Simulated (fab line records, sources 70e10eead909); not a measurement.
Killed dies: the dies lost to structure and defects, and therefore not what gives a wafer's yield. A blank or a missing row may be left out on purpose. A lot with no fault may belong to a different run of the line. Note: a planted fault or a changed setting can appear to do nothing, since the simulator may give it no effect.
2 desks, one fault / flow nand-harc / numbers are kept per desk, each desk with only its own; the story behind them comes last

## AT THE TOOL OWNER'S DESK: arfi-scanner-03
The tool's own readings at NHARC_A_CHANNEL_HOLE_D1_EXPOSE_07 (exposes mask HOLE D1, target cd 100 nm): means of the sampled wafers that have a number, for each lot that ran on this tool. Marked OUT: a lot whose mean sits more than 4 standard deviations from the usual mean, which makes it out of limits; the brackets give that distance.
Columns: A = exposure-dose-mJ-cm2 at NHARC_A_CHANNEL_HOLE_D1_EXPOSE_07, usual 59.64
lot=L467; first seen here=day 8 12:46; A=59.66
lot=L473; first seen here=day 10 10:46; A=59.69
lot=L475; first seen here=day 10 12:47; A=70.93 (+99 or more) OUT
lot=L477; first seen here=day 11 11:41; A=68.59 (+99 or more) OUT
lot=L481; first seen here=day 11 12:28; A=66.82 (+99 or more) OUT
lot=L478; first seen here=day 11 13:28; A=65.44 (+99 or more) OUT
This desk's verdict: out of limits on L475, L477, L478, L481, starting with L475 at day 10 12:47 (exposure-dose-mJ-cm2 at NHARC_A_CHANNEL_HOLE_D1_EXPOSE_07). L467, L473 stayed within limits.

## AT THE METROLOGY DESK
Means of the sampled wafers that have a number, per lot and without regard to the tool the lot ran on: this is what the gauges read. Marked OUT: a lot whose mean sits more than 4 standard deviations from the usual mean, which makes it out of limits; the brackets give that distance.
Columns: A = cd-nm at NHARC_A_CHANNEL_HOLE_D1_CD_MEAS_10, usual 99.6 nm; B = cd-nm at NHARC_A_CHANNEL_HOLE_D1_CD_MEAS_30, usual 89.9 nm
lot=L467; first seen here=day 8 12:54; A=100.2; B=91.6
lot=L473; first seen here=day 10 10:55; A=99.0; B=87.9
lot=L475; first seen here=day 10 12:55; A=107.6 (+12) OUT; B=96.5
lot=L477; first seen here=day 11 11:49; A=105.9 (+9.3) OUT; B=96.1
lot=L481; first seen here=day 11 12:37; A=105.4 (+8.5) OUT; B=97.2 (+4.3) OUT
lot=L478; first seen here=day 11 13:37; A=103.6 (+5.9) OUT; B=93.4
lot=L479; first seen here=day 11 21:28; A=99.5; B=89.0
lot=L483; first seen here=day 12 13:38; A=99.9; B=89.8
lot=L485; first seen here=day 12 23:56; A=100.1; B=91.1
lot=L488; first seen here=day 13 07:53; A=99.6; B=88.9
lot=L487; first seen here=day 13 08:31; A=99.9; B=91.4
This desk's verdict: out of limits on L475, L477, L478, L481, starting with L475 at day 10 12:55 (cd-nm at NHARC_A_CHANNEL_HOLE_D1_CD_MEAS_10). L467, L473, L479, L483, L485, L488, L487 stayed within limits.

## ALL TOGETHER
The tool owner's desk had the chance to raise an alarm at day 10 12:47 on L475, L477, L478, L481.
Metrology desk: alarm possible at day 10 12:55 on L475, L477, L478, L481.
All the named lots went through NHARC_A_CHANNEL_HOLE_D1_EXPOSE_07 on arfi-scanner-03.

## WHAT THE SIMULATOR HAD PUT IN
Process parameter drift: arfi-scanner-03, from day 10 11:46 on, at NHARC_A_CHANNEL_HOLE_D1_EXPOSE_07. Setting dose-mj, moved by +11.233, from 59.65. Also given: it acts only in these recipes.
Lots struck among those shown: L475, L477, L478, L481.
Counting hours from when the fault started, the first reading out of limits came at 1 for the tool owner's desk and at 1 for the metrology desk.
